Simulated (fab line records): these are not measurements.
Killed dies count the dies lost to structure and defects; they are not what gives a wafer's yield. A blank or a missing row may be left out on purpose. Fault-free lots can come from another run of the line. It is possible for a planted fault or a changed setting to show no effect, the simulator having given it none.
One fault seen from 3 desks :: flow n5Finfet :: what lay behind the numbers comes last; until then each desk has only its own

FROM THE METROLOGY DESK
What the gauges read, lot by lot, whatever tool the lot ran on: means of the sampled wafers that have a number. The brackets show how far a lot's mean lies from the usual mean; more than 4 standard deviations puts the lot out of limits, marked OUT.
Columns: A = V12_OVL at N5_BEOL_M13_OVL_MEAS_11, usual -1 nm; B = V13_OVL at N5_BEOL_M14_OVL_MEAS_11, usual 0 nm
lot: L494
first seen here: day 11 17:37
A: 1
B: 11

lot: L498
first seen here: day 12 06:07
A: 3
B: -2

lot: L499
first seen here: day 12 06:37
A: -1
B: 0

lot: L502
first seen here: day 13 06:19
A: 4
B: 6

lot: L503
first seen here: day 13 14:48
A: -5
B: -2

lot: L504
first seen here: day 13 18:12
A: 5
B: -5

lot: L505
first seen here: day 13 23:47
A: 7
B: 3

lot: L507
first seen here: day 14 14:10
A: 0
B: -3

lot: L509
first seen here: day 15 03:50
A: -8
B: -4

lot: L511
first seen here: day 16 15:59
A: -8
B: 2

lot: L516
first seen here: day 18 02:31
A: -1
B: 7

lot: L517
first seen here: day 18 03:01
A: -3
B: -6
Result from this desk: across the 12 lots, nothing is out of limits.

DESK OF THE TOOL OWNER: pvdSputter-02
The tool's own readings at N5_BEOL_M13_SPUTTER_43 (material TaN, target thk 15 nm, time 24.19 s): means of the sampled wafers that have a number, for each lot that ran on this tool. The brackets show how far a lot's mean lies from the usual mean; more than 4 standard deviations puts the lot out of limits, marked OUT.
Columns: A = throttleValvePct at N5_BEOL_M13_SPUTTER_43, usual 30.2 %
lot: L494
first seen here: day 11 20:11
A: 29.4

lot: L498
first seen here: day 13 03:02
A: 29.3

lot: L503
first seen here: day 13 20:44
A: 29.0

lot: L504
first seen here: day 13 21:52
A: 29.3

lot: L505
first seen here: day 14 03:41
A: 29.1

lot: L507
first seen here: day 14 16:53
A: 28.9

lot: L509
first seen here: day 15 06:49
A: 29.3

lot: L516
first seen here: day 18 11:10
A: 29.0
Result from this desk: across the 8 lots, nothing is out of limits.

THE DEFECT DESK
For each lot, the counts of the inspections along the route, averaged over the sampled wafers that have a number. The brackets show how far a lot's mean lies from the usual mean; more than 4 standard deviations puts the lot out of limits, marked OUT.
Columns: A = rawDefectCount at N5_BEOL_M13_INSPECT_30, usual 2.2
lot: L494
first seen here: day 11 18:49
A: 2.0

lot: L498
first seen here: day 12 07:13
A: 2.7

lot: L499
first seen here: day 12 07:35
A: 3.7

lot: L502
first seen here: day 13 07:25
A: 1.7

lot: L503
first seen here: day 13 15:46
A: 0.3

lot: L504
first seen here: day 13 19:19
A: 2.7

lot: L505
first seen here: day 14 01:01
A: 1.0

lot: L507
first seen here: day 14 15:16
A: 2.0

lot: L509
first seen here: day 15 04:56
A: 1.3

lot: L511
first seen here: day 16 17:05
A: 2.5

lot: L516
first seen here: day 18 03:37
A: 1.5

lot: L517
first seen here: day 18 03:59
A: 3.5
Result from this desk: across the 12 lots, nothing is out of limits.

TAKEN TOGETHER
The metrology desk saw nothing out of limits.
Nothing out of limits was seen by the tool owner's desk.
No out-of-limits result turned up at the defect desk.

WHAT THE SIMULATOR PUT IN
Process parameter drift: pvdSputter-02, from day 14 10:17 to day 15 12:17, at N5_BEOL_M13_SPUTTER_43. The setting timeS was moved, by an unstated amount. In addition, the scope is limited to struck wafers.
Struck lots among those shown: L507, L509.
